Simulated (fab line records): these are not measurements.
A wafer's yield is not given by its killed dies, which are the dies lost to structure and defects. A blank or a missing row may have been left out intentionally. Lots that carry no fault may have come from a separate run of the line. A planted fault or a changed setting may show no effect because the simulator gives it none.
fab line records	flow n5_finfet
record lots=24	wafers=72	last_day=18
route steps=1938 shown BEOL_M14@1772 BEOL_M15@1787 PASS1_DEP@1831 MIM_TOP@1835 MIM_BOT_LITHO@1862
lots untouched by any fault: they come from a run of this same line in which no faults occurred
start_h: hours from the record's opening day to when the first of the lot's shown wafers began	wait_h: hours from the lot's prior step to this one	" the same as in the row above	L1.1+2: a single row standing in for several wafers	- either no value or no given start	* or withheld: withheld	< > ~ a bound
route shown NAME@n: NAME is a module with steps in the file, n the number in the route of the first one	usual: the fault-free wafers' mean and standard deviation	same: alike in all rows	chamber/n: place in a boat	sites: each site's reading	_std_site: how widely they spread, as a standard deviation	_edge_site: the outer-site mean with the inner-site mean subtracted	radius_mm: for every site, how far away it sits from the centre of the wafer	mask NAME#n: copy n	behind: tool/chamber where the wafer was last shaped	hold: reason for holding the lot/hours on hold/outcome of the hold	device: transistor that didn't switch, given as n, p or np	end of line: tests run on the same wafers once the route is complete	a step given without rows: its recipe and nothing more	killed: dies that structure and defects cost at the first sort, which is not the same as the wafer's yield	map: a wafer's dies, marking killed ones x, the rest . and places with no die _
set.NAME: the setting the step ran with; set.NAME@STEP: the setting that earlier step ran with	model.NAME: the simulator's own value behind a step, which no gauge read
one table for each step of the route and one row for each wafer, over a sample of lots
services: when a tool's chamber went out of use (start_h, in hours from the record's first day, below 0 if earlier), for how many hours, and the reason
## steps
# step N5_BEOL_M14_INSPECT_55
# recipe inspect_instrument=darkfield	mode=post_dep
# usual raw_defect_count=58/19
lot.wafer	tool	chamber	start_h	wait_h	raw_defect_count
L074.1	defect_inspect-02	-	248.21	0.0	71
L074.4	"	-	"	"	48
L074.5	"	-	"	"	56
L076.2	defect_inspect-02	-	251.55	0.0	108
L076.3	"	-	"	"	101
L076.4	"	-	"	"	82
L075.4	defect_inspect-02	-	253.62	0.0	89
L075.5	"	-	"	"	43
L075.6	"	-	"	"	46
L077.1	defect_inspect-02	-	262.82	0.0	86
L077.2	"	-	"	"	56
L077.4	"	-	"	"	53
L078.1	defect_inspect-02	-	266.95	0.0	73
L078.4	"	-	"	"	59
L078.6	"	-	"	"	80
L079.1	defect_inspect-02	-	267.76	0.0	63
L079.3	"	-	"	"	45
L079.6	"	-	"	"	58
L081.2	defect_inspect-01	-	292.30	0.0	48
L081.3	"	-	"	"	63
L081.5	"	-	"	"	37
L080.3	defect_inspect-02	-	298.15	0.0	60
L080.4	"	-	"	"	66
L080.5	"	-	"	"	65
L082.3	defect_inspect-02	-	302.73	0.0	43
L082.4	"	-	"	"	47
L082.5	"	-	"	"	40
L083.2	defect_inspect-02	-	313.05	0.0	63
L083.5	"	-	"	"	52
L083.6	"	-	"	"	67
L084.2	defect_inspect-01	-	314.16	0.0	42
L084.3	"	-	"	"	52
L084.6	"	-	"	"	28
L086.1	defect_inspect-01	-	315.52	0.0	34
L086.3	"	-	"	"	42
L086.5	"	-	"	"	36
L085.2	defect_inspect-02	-	324.08	0.0	67
L085.5	"	-	"	"	40
L085.6	"	-	"	"	55
L087.1	defect_inspect-01	-	334.96	0.0	33
L087.5	"	-	"	"	52
L087.6	"	-	"	"	55
L090.2	defect_inspect-01	-	351.01	0.0	37
L090.3	"	-	"	"	57
L090.5	"	-	"	"	62
L088.1	defect_inspect-01	-	352.87	0.0	64
L088.3	"	-	"	"	82
L088.4	"	-	"	"	71
L091.2	defect_inspect-01	-	361.60	0.0	79
L091.3	"	-	"	"	52
L091.6	"	-	"	"	58
L089.1	defect_inspect-01	-	362.31	0.0	41
L089.4	"	-	"	"	57
L089.5	"	-	"	"	36
L093.3	defect_inspect-02	-	374.70	0.0	59
L093.4	"	-	"	"	42
L093.6	"	-	"	"	18
L092.1	defect_inspect-01	-	375.34	0.0	82
L092.2	"	-	"	"	77
L092.3	"	-	"	"	47
L094.1	defect_inspect-01	-	376.16	0.0	31
L094.5	"	-	"	"	60
L094.6	"	-	"	"	63
L095.2	defect_inspect-02	-	383.76	0.0	64
L095.3	"	-	"	"	76
L095.4	"	-	"	"	67
L096.2	defect_inspect-02	-	406.46	0.0	112
L096.4	"	-	"	"	99
L096.6	"	-	"	"	97
L097.3	defect_inspect-01	-	408.66	0.0	46
L097.5	"	-	"	"	53
L097.6	"	-	"	"	52
# step N5_BEOL_M15_ETCH_59
# recipe chemistry=N2/H2	target=BARC	target_depth_a=890	overetch_a=267	time_s=67.9	ion_energy_ev=200	pressure_mtorr=30	source_w=840	bias_w=150	n2_flow_sccm=200	h2_flow_sccm=200
# usual drypump_motor_current_A=5.8/0.6	oes_product_au=0.68/0.068	rf_vpp_V=523.9/2.3	showerhead_plenum_p_Torr=2.55/0.077	throttle_valve_pct=17.84/0.26
lot.wafer	tool	chamber	start_h	wait_h	drypump_motor_current_A	oes_product_au	rf_hours_counter_h	rf_vpp_V	showerhead_plenum_p_Torr	throttle_valve_pct
L074.1	rie_diel-03	3	249.12	0.0	6.2	0.61	222	525.2	2.61	17.78
L074.4	"	0	"	"	5.0	0.70	87	524.6	2.57	17.44
L074.5	"	0	"	"	5.0	0.71	-	524.4	2.57	17.47
L076.2	rie_diel-01	1	252.51	0.0	5.2	0.59	230	522.4	2.51	18.26
L076.3	"	3	"	"	6.4	0.72	79	521.9	2.47	17.75
L076.4	"	0	"	"	4.8	0.73	67	523.8	2.57	17.63
L075.4	rie_diel-03	2	254.51	0.0	5.5	0.59	246	519.3	2.39	18.06
L075.5	"	3	"	"	6.2	0.61	-	527.5	2.61	17.79
L075.6	"	2	"	"	5.5	0.59	-	518.9	2.39	18.08
L077.1	rie_diel-03	2	263.66	0.0	5.5	0.58	249	520.9	2.39	18.06
L077.2	"	0	"	"	5.0	0.70	91	526.0	2.56	17.45
L077.4	"	1	"	"	5.3	0.63	194	522.5	2.53	17.78
L078.1	rie_diel-03	3	267.69	0.0	6.2	0.60	230	526.0	2.61	17.78
L078.4	"	0	"	"	5.0	0.70	-	525.0	2.56	17.47
L078.6	"	0	"	"	5.0	0.70	-	523.4	2.56	17.47
L079.1	rie_diel-04	3	268.60	0.0	6.6	0.60	216	520.7	2.42	18.24
L079.3	"	0	"	"	5.7	0.78	17	525.8	2.61	18.12
L079.6	"	1	"	"	6.5	0.66	-	523.2	2.54	17.89
L081.2	rie_diel-01	1	293.14	0.0	5.2	0.59	242	522.9	2.50	18.29
L081.3	"	3	"	"	6.4	0.71	90	520.9	2.47	17.76
L081.5	"	0	"	"	4.7	0.72	-	522.7	2.56	17.64
L080.3	rie_diel-03	0	298.99	0.0	5.0	0.69	105	522.8	2.56	17.49
L080.4	"	2	"	"	5.5	0.81	-	529.4	2.70	17.56
L080.5	"	0	"	"	5.0	0.69	-	525.0	2.56	17.49
L082.3	rie_diel-03	0	303.70	0.0	5.0	0.69	107	524.6	2.56	17.50
L082.4	"	0	"	"	5.0	0.69	-	525.6	2.56	17.48
L082.5	"	3	"	"	6.2	0.60	-	526.2	2.60	17.80
L083.2	rie_diel-03	3	313.77	0.0	6.3	0.60	248	524.8	2.60	17.82
L083.5	"	3	"	"	6.3	0.59	-	525.6	2.60	17.82
L083.6	"	0	"	"	5.0	0.69	-	524.1	2.56	17.50
L084.2	rie_diel-01	1	314.87	0.0	5.2	0.59	247	523.3	2.50	18.28
L084.3	"	2	"	"	6.1	0.75	56	522.4	2.49	17.61
L084.6	"	0	"	"	4.7	0.71	-	525.1	2.56	17.64
L086.1	rie_diel-04	3	316.24	0.0	6.6	0.60	230	519.5	2.41	18.27
L086.3	"	1	"	"	6.5	0.65	142	523.5	2.53	17.91
L086.5	"	3	"	"	6.6	0.60	-	520.1	2.41	18.26
L085.2	rie_diel-04	2	324.80	0.0	5.7	0.70	64	524.7	2.60	18.17
L085.5	"	3	"	"	6.6	0.60	-	520.3	2.41	18.25
L085.6	"	0	"	"	5.7	0.75	-	524.2	2.60	18.12
L087.1	rie_diel-01	2	335.68	0.0	6.1	0.74	61	521.9	2.49	17.60
L087.5	"	2	"	"	6.2	0.74	-	521.4	2.49	17.63
L087.6	"	0	"	"	4.8	0.71	-	523.1	2.56	17.65
L090.2	rie_diel-04	1	351.72	0.0	6.5	0.64	150	524.2	2.53	17.92
L090.3	"	3	"	"	6.6	0.60	239	519.9	2.41	18.27
L090.5	"	3	"	"	6.6	0.60	-	520.4	2.41	18.29
L088.1	rie_diel-03	2	353.58	0.0	5.5	0.77	27	528.3	2.70	17.61
L088.3	"	1	"	"	5.3	0.61	209	523.4	2.52	17.82
L088.4	"	3	"	"	6.3	0.84	8	523.9	2.60	17.43
L091.2	rie_diel-04	0	362.54	0.0	5.8	0.74	43	524.0	2.60	18.15
L091.3	"	3	"	"	6.6	0.59	242	519.0	2.41	18.27
L091.6	"	3	"	"	6.6	0.59	-	521.6	2.41	18.28
L089.1	rie_diel-04	0	363.56	0.0	5.7	0.73	44	525.1	2.60	18.16
L089.4	"	3	"	"	6.6	0.59	243	520.8	2.41	18.29
L089.5	"	2	"	"	5.7	0.68	-	527.4	2.59	18.18
L093.3	rie_diel-01	2	375.60	0.0	6.2	0.73	73	521.5	2.49	17.63
L093.4	"	0	"	"	4.8	0.70	103	524.7	2.55	17.69
L093.6	"	1	"	"	5.2	0.82	-	523.8	2.50	17.87
L092.1	rie_diel-03	3	376.12	0.0	6.3	0.81	14	525.2	2.59	17.42
L092.2	"	2	"	"	5.5	0.76	33	526.9	2.69	17.61
L092.3	"	1	"	"	5.3	0.62	216	522.2	2.52	17.83
L094.1	rie_diel-01	0	376.87	0.0	4.7	0.70	103	524.3	2.55	17.67
L094.5	"	3	"	"	6.4	0.70	-	523.3	2.46	17.80
L094.6	"	2	"	"	6.1	0.73	-	522.1	2.49	17.63
L095.2	rie_diel-04	0	385.03	0.0	5.8	0.73	51	525.6	2.59	18.18
L095.3	"	2	"	"	5.7	0.68	81	524.4	2.59	18.20
L095.4	"	2	"	"	5.7	0.68	-	525.1	2.59	18.20
L096.2	rie_diel-03	0	407.40	0.0	5.0	0.67	140	523.9	2.54	17.56
L096.4	"	1	"	"	5.3	0.61	224	522.1	2.51	17.84
L096.6	"	0	"	"	5.0	0.66	-	523.6	2.54	17.55
L097.3	rie_diel-04	3	409.71	0.0	6.6	0.81	3	528.8	2.72	17.86
L097.5	"	0	"	"	5.7	0.71	-	524.3	2.59	18.16
L097.6	"	1	"	"	6.5	0.64	-	525.2	2.52	17.95
# step N5_BEOL_M15_STRIP_62
# recipe chemistry=O2	power_w=600	temp_c=60	pressure_mtorr=30	rf_frequency_hz=6e+07	bias_power_w=0	overash_fraction=0.3	o2_flow_sccm=225
# usual drypump_motor_current_A=5.6/0.58	o2_flow_sccm=225.0/0.68	oes_product_au=0.82/0.091	rf_vpp_V=3.7/0.5	showerhead_plenum_p_Torr=2.10/0.072	throttle_valve_pct=16.57/0.25
lot.wafer	tool	chamber	start_h	wait_h	drypump_motor_current_A	o2_flow_sccm	oes_product_au	rf_hours_counter_h	rf_vpp_V	showerhead_plenum_p_Torr	throttle_valve_pct
L074.1	rie_diel-01	3	-	-	6.4	224.6	0.85	79	4.7	2.04	16.54
L074.4	"	1	"	"	5.2	224.1	0.70	230	4.2	2.06	17.06
L074.5	"	0	"	"	4.7	224.7	0.87	-	3.6	2.11	16.43
L076.2	rie_diel-04	3	-	-	6.6	224.5	0.71	213	3.8	2.00	17.11
L076.3	"	1	"	"	6.5	225.3	0.78	124	4.8	2.10	16.70
L076.4	"	2	"	"	5.7	225.0	0.85	46	4.0	2.15	16.82
L075.4	rie_diel-03	3	-	-	6.2	226.1	0.70	227	4.2	2.17	16.78
L075.5	"	3	"	"	6.2	226.1	0.70	-	3.5	2.17	16.79
L075.6	"	2	"	"	5.5	224.4	0.67	-	3.1	2.00	17.04
L077.1	rie_diel-01	3	-	-	6.4	226.1	0.85	83	3.5	2.04	16.53
L077.2	"	1	"	"	5.2	224.5	0.69	234	3.9	2.06	17.07
L077.4	"	0	"	"	4.7	225.9	0.86	71	3.7	2.11	16.45
L078.1	rie_diel-01	0	-	-	4.7	224.5	0.84	73	3.4	2.11	16.46
L078.4	"	2	"	"	6.1	225.6	0.89	45	3.4	2.02	16.17
L078.6	"	0	"	"	4.8	223.6	0.85	-	3.6	2.11	16.44
L079.1	rie_diel-01	1	-	-	5.2	226.2	0.68	237	2.5	2.06	17.06
L079.3	"	0	"	"	4.7	225.5	0.85	73	2.8	2.11	16.44
L079.6	"	1	"	"	5.2	224.6	0.68	-	4.0	2.06	17.06
L081.2	rie_diel-03	0	-	-	5.0	224.9	0.81	104	3.6	2.11	16.31
L081.3	"	2	"	"	5.5	225.5	0.96	6	3.2	2.26	16.52
L081.5	"	3	"	"	6.2	225.0	0.70	-	4.0	2.16	16.80
L080.3	rie_diel-04	1	-	-	6.5	225.1	0.77	136	4.3	2.10	16.71
L080.4	"	2	"	"	5.7	224.2	0.84	56	3.5	2.15	16.84
L080.5	"	2	"	"	5.7	225.2	0.84	-	2.8	2.15	16.82
L082.3	rie_diel-03	3	-	-	6.3	225.3	0.70	245	3.3	2.16	16.82
L082.4	"	2	"	"	5.5	224.5	0.93	-	3.6	2.26	16.52
L082.5	"	3	"	"	6.3	225.3	0.69	-	3.1	2.16	16.82
L083.2	rie_diel-03	3	-	-	6.3	225.1	0.69	250	4.1	2.16	16.81
L083.5	"	0	"	"	5.0	224.8	0.80	-	3.9	2.11	16.33
L083.6	"	3	"	"	6.2	225.6	0.68	-	3.7	2.16	16.83
L084.2	rie_diel-03	2	-	-	5.5	225.0	0.92	15	4.4	2.25	16.52
L084.3	"	0	"	"	5.0	225.0	0.80	115	3.7	2.11	16.32
L084.6	"	1	"	"	5.3	224.3	0.72	-	3.6	2.06	16.47
L086.1	rie_diel-03	2	-	-	5.5	223.6	0.91	16	4.2	2.25	16.54
L086.3	"	0	"	"	5.0	225.1	0.80	115	3.5	2.11	16.32
L086.5	"	1	"	"	5.3	224.7	0.72	-	4.9	2.06	16.48
L085.2	rie_diel-04	2	-	-	5.7	225.5	0.82	65	3.2	2.15	16.84
L085.5	"	2	"	"	5.7	225.1	0.82	-	4.5	2.15	16.84
L085.6	"	0	"	"	5.7	224.8	0.89	-	3.8	2.13	16.83
L087.1	rie_diel-03	3	-	-	6.2	223.8	1.00	3	4.1	2.16	16.37
L087.5	"	0	"	"	5.0	226.1	0.80	-	3.0	2.11	16.34
L087.6	"	1	"	"	5.3	224.8	0.72	-	4.6	2.06	16.50
L090.2	rie_diel-01	2	-	-	6.1	224.9	0.87	67	4.0	2.01	16.20
L090.3	"	0	"	"	4.7	225.1	0.82	95	3.7	2.10	16.50
L090.5	"	3	"	"	6.4	224.9	0.82	-	3.3	2.03	16.59
L088.1	rie_diel-01	1	-	-	5.2	225.2	1.01	0	4.1	2.05	16.61
L088.3	"	0	"	"	4.7	224.9	0.83	-	3.9	2.10	16.49
L088.4	"	1	"	"	5.2	224.5	1.00	-	3.6	2.06	16.63
L091.2	rie_diel-03	3	-	-	6.2	224.6	0.98	11	3.9	2.16	16.39
L091.3	"	0	"	"	5.0	225.2	0.79	130	4.7	2.10	16.35
L091.6	"	2	"	"	5.5	226.4	0.89	-	3.9	2.25	16.56
L089.1	rie_diel-04	2	-	-	5.7	223.2	0.80	76	3.0	2.14	16.87
L089.4	"	1	"	"	6.5	224.9	0.75	154	3.4	2.09	16.75
L089.5	"	3	"	"	6.6	226.8	0.68	-	4.1	1.99	17.17
L093.3	rie_diel-01	0	-	-	4.7	224.3	0.81	104	4.5	2.10	16.50
L093.4	"	2	"	"	6.1	224.8	0.86	75	3.3	2.01	16.25
L093.6	"	2	"	"	6.1	224.5	0.86	-	3.3	2.01	16.21
L092.1	rie_diel-03	0	-	-	5.0	224.3	0.79	134	3.9	2.10	16.37
L092.2	"	2	"	"	5.5	225.1	0.88	35	4.8	2.25	16.57
L092.3	"	3	"	"	6.2	225.1	0.96	15	3.3	2.16	16.41
L094.1	rie_diel-03	3	-	-	6.3	225.4	0.96	15	4.1	2.16	16.40
L094.5	"	1	"	"	5.3	224.6	0.71	-	3.3	2.05	16.50
L094.6	"	2	"	"	5.5	225.3	0.87	-	4.0	2.25	16.58
L095.2	rie_diel-01	1	-	-	5.2	224.9	0.95	11	3.5	2.05	16.64
L095.3	"	3	"	"	6.4	225.7	0.82	114	3.4	2.03	16.60
L095.4	"	2	"	"	6.1	225.3	0.86	78	3.6	2.01	16.21
L096.2	rie_diel-03	3	-	-	6.2	224.0	0.94	25	3.8	2.15	16.42
L096.4	"	1	"	"	5.3	225.5	0.70	228	3.6	2.05	16.51
L096.6	"	0	"	"	5.0	225.4	0.76	-	2.9	2.10	16.40
L097.3	rie_diel-03	1	-	-	5.3	223.7	0.70	228	3.5	2.05	16.53
L097.5	"	3	"	"	6.2	225.5	0.94	-	3.3	2.15	16.42
L097.6	"	0	"	"	5.0	223.9	0.77	-	3.0	2.10	16.39
# step N5_PASSIVATION_PECVD_00
# recipe material=SiO2	target_thk_a=2000	temp_c=400	precursor=SiH4/N2O	pressure_torr=2.7	rf_w=608	time_s=11.2
# usual heater_power_w=686/92	showerhead_plenum_p_Torr=8.23/0.12	throttle_valve_pct=50.9/1.7
lot.wafer	tool	chamber	start_h	wait_h	heater_power_w	showerhead_plenum_p_Torr	throttle_valve_pct
L074.1	pecvd-04	2	255.33	0.8	758	8.14	50.6
L074.4	"	2	"	"	784	8.15	50.3
L074.5	"	1	"	"	832	8.37	54.8
L076.2	pecvd-04	2	258.98	0.7	788	8.17	50.6
L076.3	"	0	"	"	649	8.19	50.4
L076.4	"	0	"	"	678	8.17	50.8
L075.4	pecvd-03	0	261.58	0.4	833	8.33	49.2
L075.5	"	1	"	"	625	8.24	49.8
L075.6	"	2	"	"	646	8.38	50.0
L077.1	pecvd-04	0	269.03	0.8	661	8.19	50.3
L077.2	"	1	"	"	679	8.41	54.8
L077.4	"	1	"	"	706	8.37	54.9
L078.1	pecvd-02	2	273.55	0.8	714	8.08	49.3
L078.4	"	2	"	"	693	8.07	49.2
L078.6	"	1	"	"	479	8.03	50.3
L079.1	pecvd-03	1	273.90	0.8	639	8.24	49.8
L079.3	"	0	"	"	787	8.34	49.6
L079.6	"	0	"	"	812	8.34	49.4
L081.2	pecvd-03	1	299.59	0.7	642	8.23	50.0
L081.3	"	2	"	"	634	8.37	50.3
L081.5	"	1	"	"	633	8.26	49.8
L080.3	pecvd-04	0	303.87	0.5	560	8.19	50.5
L080.4	"	0	"	"	549	8.19	50.5
L080.5	"	0	"	"	570	8.19	50.5
L082.3	pecvd-03	2	309.40	0.5	583	8.39	50.5
L082.4	"	0	"	"	834	8.35	49.9
L082.5	"	1	"	"	652	8.25	49.9
L083.2	pecvd-03	2	319.59	0.7	665	8.39	50.4
L083.5	"	0	"	"	780	8.35	50.0
L083.6	"	1	"	"	585	8.24	49.9
L084.2	pecvd-03	2	320.55	0.7	692	8.37	50.5
L084.3	"	0	"	"	813	8.36	49.6
L084.6	"	1	"	"	674	8.25	49.9
L086.1	pecvd-04	0	322.09	0.8	648	8.18	50.4
L086.3	"	2	"	"	695	8.16	50.5
L086.5	"	0	"	"	658	8.21	50.8
L085.2	pecvd-04	2	333.14	0.7	813	8.16	50.6
L085.5	"	1	"	"	842	8.39	55.1
L085.6	"	0	"	"	636	8.18	50.4
L087.1	pecvd-04	1	343.56	0.8	752	8.39	54.7
L087.5	"	0	"	"	542	8.19	50.3
L087.6	"	2	"	"	690	8.18	50.6
L090.2	pecvd-02	2	358.05	0.7	615	8.09	49.7
L090.3	"	1	"	"	535	8.02	50.3
L090.5	"	1	"	"	536	8.03	50.0
L088.1	pecvd-04	1	363.03	0.8	844	8.39	54.8
L088.3	"	2	"	"	776	8.17	51.0
L088.4	"	1	"	"	834	8.40	55.1
L091.2	pecvd-04	1	369.38	0.7	809	8.39	55.1
L091.3	"	0	"	"	597	8.17	50.4
L091.6	"	2	"	"	752	8.18	50.6
L089.1	pecvd-04	1	371.62	0.8	747	8.38	55.0
L089.4	"	0	"	"	550	8.19	50.3
L089.5	"	1	"	"	757	8.38	54.7
L093.3	pecvd-04	1	381.97	0.5	733	8.38	54.9
L093.4	"	2	"	"	769	8.18	50.8
L093.6	"	0	"	"	626	8.19	50.1
L092.1	pecvd-04	0	382.24	0.8	682	8.18	50.4
L092.2	"	1	"	"	770	8.37	54.9
L092.3	"	2	"	"	721	8.17	50.7
L094.1	pecvd-02	2	382.91	0.8	756	8.08	50.0
L094.5	"	2	"	"	591	8.08	49.9
L094.6	"	0	"	"	680	8.02	51.7
L095.2	pecvd-03	0	394.95	0.7	688	8.36	49.6
L095.3	"	1	"	"	532	8.25	49.9
L095.4	"	1	"	"	553	8.23	50.1
L096.2	pecvd-02	1	419.45	0.7	507	8.06	50.2
L096.4	"	2	"	"	742	8.08	50.2
L096.6	"	1	"	"	536	8.04	50.3
L097.3	pecvd-03	0	420.38	0.5	764	8.38	49.8
L097.5	"	0	"	"	766	8.35	49.7
L097.6	"	1	"	"	658	8.23	49.8
# step N5_MIM_TOP_ALD_01
# recipe material=HfO2	target_thk_a=56	temp_c=withheld	ald_precursor_family=Hf-amide	ald_co_reactant=O3	pulse_time_s=1	purge_time_s=3	co_reactant_purge_time_s=2	co_reactant_pulse_time_s=3	ald_cycles=62
# usual precursor_pulse_height_rel=0.998/0.02
# same ald_cycles=62	purge_time_s=3
lot.wafer	tool	chamber	start_h	wait_h	precursor_pulse_height_rel
L074.1	ald_hk-03	1	-	-	1.041
L074.4	"	2	"	"	1.041
L074.5	"	2	"	"	0.971
L076.2	ald_hk-02	2	-	-	0.999
L076.3	"	0	"	"	1.024
L076.4	"	1	"	"	1.014
L075.4	ald_hk-01	2	-	-	1.013
L075.5	"	2	"	"	0.999
L075.6	"	3	"	"	1.025
L077.1	ald_hk-02	0	-	-	0.995
L077.2	"	2	"	"	0.960
L077.4	"	3	"	"	1.005
L078.1	ald_hk-03	1	-	-	1.012
L078.4	"	0	"	"	1.011
L078.6	"	2	"	"	1.022
L079.1	ald_hk-02	3	-	-	1.042
L079.3	"	2	"	"	1.029
L079.6	"	3	"	"	0.996
L081.2	ald_hk-02	3	-	-	0.987
L081.3	"	2	"	"	1.001
L081.5	"	0	"	"	1.012
L080.3	ald_hk-02	3	-	-	0.940
L080.4	"	0	"	"	1.017
L080.5	"	2	"	"	1.009
L082.3	ald_hk-02	3	-	-	1.011
L082.4	"	2	"	"	1.019
L082.5	"	2	"	"	1.001
L083.2	ald_hk-02	1	-	-	1.025
L083.5	"	3	"	"	1.016
L083.6	"	0	"	"	0.975
L084.2	ald_hk-03	0	-	-	1.008
L084.3	"	3	"	"	1.030
L084.6	"	1	"	"	0.993
L086.1	ald_hk-01	3	-	-	0.983
L086.3	"	0	"	"	0.977
L086.5	"	0	"	"	1.041
L085.2	ald_hk-03	2	-	-	1.000
L085.5	"	1	"	"	0.993
L085.6	"	2	"	"	0.982
L087.1	ald_hk-02	1	-	-	0.995
L087.5	"	0	"	"	1.007
L087.6	"	3	"	"	0.985
L090.2	ald_hk-01	3	-	-	0.989
L090.3	"	1	"	"	0.979
L090.5	"	2	"	"	0.972
L088.1	ald_hk-03	0	-	-	0.960
L088.3	"	3	"	"	0.985
L088.4	"	2	"	"	1.004
L091.2	ald_hk-03	1	-	-	0.993
L091.3	"	0	"	"	1.010
L091.6	"	1	"	"	0.969
L089.1	ald_hk-03	0	-	-	0.995
L089.4	"	3	"	"	0.997
L089.5	"	0	"	"	1.031
L093.3	ald_hk-01	0	-	-	0.957
L093.4	"	2	"	"	1.001
L093.6	"	2	"	"	1.005
L092.1	ald_hk-03	3	-	-	0.989
L092.2	"	1	"	"	0.998
L092.3	"	0	"	"	0.994
L094.1	ald_hk-02	3	-	-	0.951
L094.5	"	0	"	"	0.988
L094.6	"	1	"	"	0.995
L095.2	ald_hk-02	1	-	-	0.978
L095.3	"	0	"	"	0.988
L095.4	"	3	"	"	0.999
L096.2	ald_hk-02	2	-	-	1.026
L096.4	"	3	"	"	0.983
L096.6	"	3	"	"	0.999
L097.3	ald_hk-03	2	-	-	0.972
L097.5	"	2	"	"	1.020
L097.6	"	1	"	"	1.010
# step N5_MIM_BOT_LITHO_CD_MEAS_08
# recipe target_cd_nm=3000	landing_energy_ev=500	detector=se_inlens	polarity=opening
# usual cd_nm=2998.5/2.2
lot.wafer	tool	chamber	start_h	wait_h	cd_nm
L074.1	cd_sem-01	0	260.17	-	2996.9
L074.4	"	0	"	"	3001.3
L074.5	"	0	"	"	2998.4
L076.2	cd_sem-02	0	262.17	-	2997.9
L076.3	"	0	"	"	2998.9
L076.4	"	0	"	"	2994.6
L075.4	cd_sem-01	0	265.79	-	2999.5
L075.5	"	0	"	"	3001.4
L075.6	"	0	"	"	3000.9
L077.1	cd_sem-02	0	272.23	-	2999.4
L077.2	"	0	"	"	3000.7
L077.4	"	0	"	"	2998.4
L078.1	cd_sem-01	0	278.74	-	3001.8
L078.4	"	0	"	"	2998.1
L078.6	"	0	"	"	2999.3
L079.1	cd_sem-02	0	278.78	-	2996.7
L079.3	"	0	"	"	2997.9
L079.6	"	0	"	"	2998.3
L081.2	cd_sem-03	0	303.29	-	3003.1
L081.3	"	0	"	"	3000.2
L081.5	"	0	"	"	3000.0
L080.3	cd_sem-03	0	307.56	-	3002.0
L080.4	"	0	"	"	2995.1
L080.5	"	0	"	"	2998.4
L082.3	cd_sem-03	0	312.38	-	2996.5
L082.4	"	0	"	"	2999.3
L082.5	"	0	"	"	2998.0
L083.2	cd_sem-02	0	324.42	-	3000.8
L083.5	"	0	"	"	2997.5
L083.6	"	0	"	"	2999.3
L084.2	cd_sem-02	0	324.64	-	2998.6
L084.3	"	0	"	"	2998.0
L084.6	"	0	"	"	2995.8
L086.1	cd_sem-01	0	324.95	-	2994.7
L086.3	"	0	"	"	3000.0
L086.5	"	0	"	"	2994.1
L085.2	cd_sem-02	0	335.40	-	2996.5
L085.5	"	0	"	"	2998.5
L085.6	"	0	"	"	2995.2
L087.1	cd_sem-02	0	346.80	-	2999.7
L087.5	"	0	"	"	2999.9
L087.6	"	0	"	"	2998.9
L090.2	cd_sem-03	0	362.22	-	2997.3
L090.3	"	0	"	"	2999.6
L090.5	"	0	"	"	2997.7
L088.1	cd_sem-01	0	367.30	-	2997.7
L088.3	"	0	"	"	2999.2
L088.4	"	0	"	"	2997.1
L091.2	cd_sem-02	0	372.27	-	3000.4
L091.3	"	0	"	"	3000.8
L091.6	"	0	"	"	3001.9
L089.1	cd_sem-03	0	376.35	-	2997.0
L089.4	"	0	"	"	2997.6
L089.5	"	0	"	"	2994.1
L093.3	cd_sem-01	0	384.59	-	3001.9
L093.4	"	0	"	"	2998.9
L093.6	"	0	"	"	3004.7
L092.1	cd_sem-02	0	386.88	-	2998.9
L092.2	"	0	"	"	2998.0
L092.3	"	0	"	"	2995.4
L094.1	cd_sem-02	0	386.91	-	2999.4
L094.5	"	0	"	"	2998.2
L094.6	"	0	"	"	2996.6
L095.2	cd_sem-01	0	399.01	-	2996.2
L095.3	"	0	"	"	2999.8
L095.4	"	0	"	"	2995.5
L096.2	cd_sem-01	0	424.85	-	2999.7
L096.4	"	0	"	"	2997.7
L096.6	"	0	"	"	2996.4
L097.3	cd_sem-02	0	425.43	-	2997.5
L097.5	"	0	"	"	2998.6
L097.6	"	0	"	"	2995.1
## services
tool	chamber	start_h	hours	kind
ald_hk-02	-	225.22	6.0	pm
rie_diel-01	1	240.27	4.0	repair
ald_hk-03	-	259.87	2.8	pm
rie_diel-03	2	265.86	-	clean
rie_diel-03	2	265.86	-	consumable_replace:focus_ring
rie_diel-03	2	265.86	-	consumable_replace:showerhead
rie_diel-03	2	265.86	14.9	scheduled_down
rie_diel-03	2	265.86	14.9	vent_cycle
rie_diel-04	2	273.35	7.5	repair
ald_hk-02	-	290.87	8.7	pm
pecvd-04	1	298.99	6.2	repair
rie_diel-03	3	316.84	-	clean
rie_diel-03	3	316.84	-	consumable_replace:focus_ring
rie_diel-03	3	316.84	13.1	scheduled_down
rie_diel-03	3	316.84	13.1	vent_cycle
pecvd-04	1	317.58	4.5	repair
rie_diel-01	1	324.46	-	clean
rie_diel-01	1	324.46	-	consumable_replace:focus_ring
rie_diel-04	1	328.93	6.7	repair
rie_diel-01	3	357.36	12.1	repair
pecvd-03	0	357.77	12.8	repair
rie_diel-01	2	358.45	3.4	repair
rie_diel-01	3	384.83	1.3	repair
rie_diel-04	2	403.20	10.2	repair
## key
fault none
